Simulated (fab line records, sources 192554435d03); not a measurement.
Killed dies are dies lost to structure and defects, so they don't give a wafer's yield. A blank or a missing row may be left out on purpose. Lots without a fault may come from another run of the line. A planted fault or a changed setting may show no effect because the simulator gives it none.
Split-lot experiment | flow n5_finfet | 7 lots, 21 wafers read, on a route of 1938 steps

THE SPLIT
At N5_DUMMY_GATE_EXPOSE_12 (exposes mask GATE, target cd 25 nm), the setting dose_mj was moved away from the recipe's 34 on 7 of the 21 wafers read, by -7.4% to +5.3%. The other wafers ran this setting at the recipe's value.

FROM THE SPLIT TO THE READING: what the file shows between them, 16 steps
- N5_DUMMY_GATE_PEB_13: peb time 60 s
- N5_DUMMY_GATE_DEVELOP_14: develop time 30 s
- N5_DUMMY_GATE_CD_MEAS_15: target cd 25.8 nm
- N5_DUMMY_GATE_DESCUM_20: chemistry O2, time 6.2 s (also split here: time_s)
- N5_DUMMY_GATE_ETCH_29: etches underlayer in N2/H2, target depth 13 nm
- N5_DUMMY_GATE_ETCH_36: etches SiARC in CF4, target depth 13 nm
- N5_DUMMY_GATE_STRIP_38: strips in N2/H2
- N5_DUMMY_GATE_STRIP_39: strips in N2/H2
- N5_DUMMY_GATE_TRIM_49: chemistry O2, time 29 s, target cd 14 nm
- N5_DUMMY_GATE_STRIP_40: strips in CF4
- N5_DUMMY_GATE_CD_MEAS_50: target cd 14 nm
- N5_DUMMY_GATE_ETCH_31: etches SiO2 in C4F6/O2, target depth 82.5 nm, time 27.5 s
- N5_DUMMY_GATE_STRIP_41: strips in O2
- N5_DUMMY_GATE_ETCH_32: etches SiO2 in CF4, target depth 3.5 nm, time 3.9 s
- N5_DUMMY_GATE_ETCH_23: etches poly-Si in HBr/Cl2/O2, target depth 41 nm, time 22.3 s
- N5_DUMMY_GATE_ETCH_44: etches poly-Si in HBr/O2, stops on SiO2, target depth 127.5 nm

THE READING
cd_nm, in nm, at N5_DUMMY_GATE_CD_MEAS_24 (target cd 15 nm). Fault-free wafers of this fab line usually give 14.7 nm, standard deviation 0.58 nm.

wafer  | tool, chamber at the split | dose_mj as run | against the recipe | cd_nm, nm | against lot-mates on the recipe
L074.4 | euv_scanner-02, 0          | 31.49          | -7.4%              | 16.5      | +1.7
L074.5 | euv_scanner-02, 0          | 34             | recipe             | 14.0      | -
L074.6 | euv_scanner-02, 0          | 34             | recipe             | 15.6      | -
L075.2 | euv_scanner-02, 0          | 34             | recipe             | 15.3      | -
L075.4 | euv_scanner-02, 0          | 35.73          | +5.1%              | 14.2      | -0.6
L075.6 | euv_scanner-02, 0          | 34             | recipe             | 14.3      | -
L078.2 | euv_scanner-02, 0          | 31.69          | -6.8%              | 16.7      | +2.2
L078.3 | euv_scanner-02, 0          | 34             | recipe             | 14.4      | -
L078.5 | euv_scanner-02, 0          | 34             | recipe             | 14.6      | -
L080.4 | euv_scanner-02, 0          | 34             | recipe             | 14.9      | -
L080.5 | euv_scanner-02, 0          | 31.72          | -6.7%              | 16.5      | +1.6
L080.6 | euv_scanner-02, 0          | 31.72          | -6.7%              | 16.8      | +1.9
L083.2 | euv_scanner-01, 0          | 35.81          | +5.3%              | 13.3      | -1.4
L083.3 | euv_scanner-01, 0          | 34             | recipe             | 14.2      | -
L083.4 | euv_scanner-01, 0          | 34             | recipe             | 15.2      | -
L085.2 | euv_scanner-01, 0          | 34             | recipe             | 14.9      | -
L085.3 | euv_scanner-01, 0          | 34             | recipe             | 14.4      | -
L085.4 | euv_scanner-01, 0          | 34             | recipe             | 14.6      | -
L086.3 | euv_scanner-02, 0          | 34             | recipe             | 15.6      | -
L086.5 | euv_scanner-02, 0          | 31.89          | -6.2%              | 16.5      | +1.2
L086.6 | euv_scanner-02, 0          | 34             | recipe             | 14.9      | -

THE FIT
A straight line over all 21 wafers: cd_nm changes by -0.251 nm for each +1% of dose_mj; r = -0.90; the points scatter about the line by 0.46 nm.
The same after taking each lot's own level away (the mean of its wafers on the recipe; 21 wafers): -0.24 nm for each +1%; r = -0.90; scatter 0.43 nm.
On that fit, the largest move of dose_mj shifts the reading by 1.8 nm.
The lots' own levels span 14.50 to 15.25 nm, that is 1.3 times the standard deviation above.
So the lot-to-lot level changes the slope little: the two slopes agree.
Check: with one of the wafers moved furthest among these (-7.4%) left out of the fit, the line predicts +1.85 nm for it against its lot-mates. It came out at +1.7 nm against them.

OTHER SPLITS ON THESE WAFERS
These wafers also went through other splits before the reading. Each is held against what the fit with the lots' levels taken away leaves over:
other split on the same wafers | wafers away from the commonest value | r with cd_nm (lot level and that fit taken away)
N5_ZERO_LAYER_PECVD_02 time_s  | 2                                    | +0.20
N5_ZERO_LAYER_COAT_05 spin_rpm | 6                                    | +0.02
N5_FIN_SAQP_EXPOSE_13 dose_mj  | 7                                    | -0.21
N5_DUMMY_GATE_DESCUM_20 time_s | 9                                    | +0.13

THE WHOLE CHAIN: every reading that the file lists as answering this split, in the file's order
step                     | what it does                                                   | reading                                                           | change (the file's fit)               | r (the file's)
N5_DUMMY_GATE_CD_MEAS_15 | target cd 25.8 nm                                              | cd_nm                                                             | -0.209 nm for each +1% of the setting | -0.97
N5_DUMMY_GATE_TRIM_49    | chemistry O2, time 29 s, target cd 14 nm                       | DUMMY_GATE.cd_nm (the simulator's own value, which no gauge read) | -0.251 nm for each +1% of the setting | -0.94
N5_DUMMY_GATE_CD_MEAS_50 | target cd 14 nm                                                | cd_nm                                                             | -0.276 nm for each +1% of the setting | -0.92
N5_DUMMY_GATE_ETCH_44    | etches poly-Si in HBr/O2, stops on SiO2, target depth 127.5 nm | DUMMY_GATE.cd_nm (the simulator's own value, which no gauge read) | -0.262 nm for each +1% of the setting | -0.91
N5_DUMMY_GATE_CD_MEAS_24 | target cd 15 nm                                                | cd_nm                                                             | -0.238 nm for each +1% of the setting | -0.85

THE FILE'S OWN FIT
cd_nm changes by -0.238 nm for each +1% of dose_mj, r = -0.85.
